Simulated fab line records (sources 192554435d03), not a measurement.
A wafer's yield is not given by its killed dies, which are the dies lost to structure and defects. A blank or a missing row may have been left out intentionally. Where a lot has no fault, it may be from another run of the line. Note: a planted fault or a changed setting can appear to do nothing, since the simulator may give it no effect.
Chamber matching ; flow n5-finfet ; N5_BEOL_M4_PECVD_72 on pecvd-03: 3 sister chambers
The step deposits SiO2 from TEOS/O2, target thk 16 nm, time 18 s. 20 wafers are shown with their chamber, then 10 later ones without.

## WAFERS, EACH WITH ITS CHAMBER
wafer;chamber;throttle-valve-pct (%);showerhead-plenum-p-Torr (Torr);heater-power-w (W)
L080.2;1;20.4;8.81;571
L080.4;0;22.0;8.88;687
L080.5;2;21.0;8.79;631
L081.1;2;21.5;8.82;519
L081.4;0;21.7;8.88;756
L081.5;2;21.0;8.80;535
L083.1;1;20.2;8.81;590
L083.4;1;20.2;8.80;589
L083.5;0;22.0;8.89;765
L085.3;2;21.1;8.80;583
L085.4;2;21.1;8.80;580
L085.5;0;21.9;8.88;715
L087.1;0;21.8;8.90;798
L087.4;2;20.7;8.79;609
L087.6;1;20.3;8.81;520
L086.3;0;21.8;8.88;773
L086.4;0;21.8;8.86;793
L086.6;1;20.3;8.82;540
L091.1;0;21.9;8.89;799
L091.3;1;20.2;8.81;564

SIGNATURES (means of the wafers above)
reading;chamber 0;chamber 1;chamber 2;scatter within a chamber
throttle-valve-pct;21.863;20.267;21.067;0.162
showerhead-plenum-p-Torr;8.8825;8.8100;8.8000;0.0101
heater-power-w;760.75;562.33;576.17;38
Rule: a wafer's distance from a chamber is the root of the sum, over the readings, of the square of ((its reading less the chamber's mean) divided by the reading's scatter). The wafer belongs to the nearest chamber; if the next one is less than 2 further off, it can't be placed. The scatter is the square root of a quotient: the sum, over the shown wafers, of each reading's squared deviation from its chamber's mean, divided by wafers minus chambers.

## WAFERS MISSING THEIR CHAMBER
wafer;throttle-valve-pct (%);showerhead-plenum-p-Torr (Torr);heater-power-w (W)
L091.6;20.3;8.83;574
L093.2;21.9;8.87;809
L093.3;21.2;8.79;580
L093.5;21.8;8.89;759
L094.1;21.7;8.87;639
L094.4;21.0;8.80;600
L094.5;20.3;8.82;605
L096.2;21.4;8.80;631
L096.3;21.8;8.88;761
L096.5;21.1;8.79;611

## WHICH CHAMBER EACH WENT THROUGH
wafer;from the rows above;in truth
L091.6;1;1
L093.2;0;0
L093.3;2;2
L093.5;0;0
L094.1;0;0
L094.4;2;2
L094.5;1;1
L096.2;2;2
L096.3;0;0
L096.5;2;2
10 of 10 placed correctly. Left unplaced by these rows: 0. Number placed wrongly: 0.
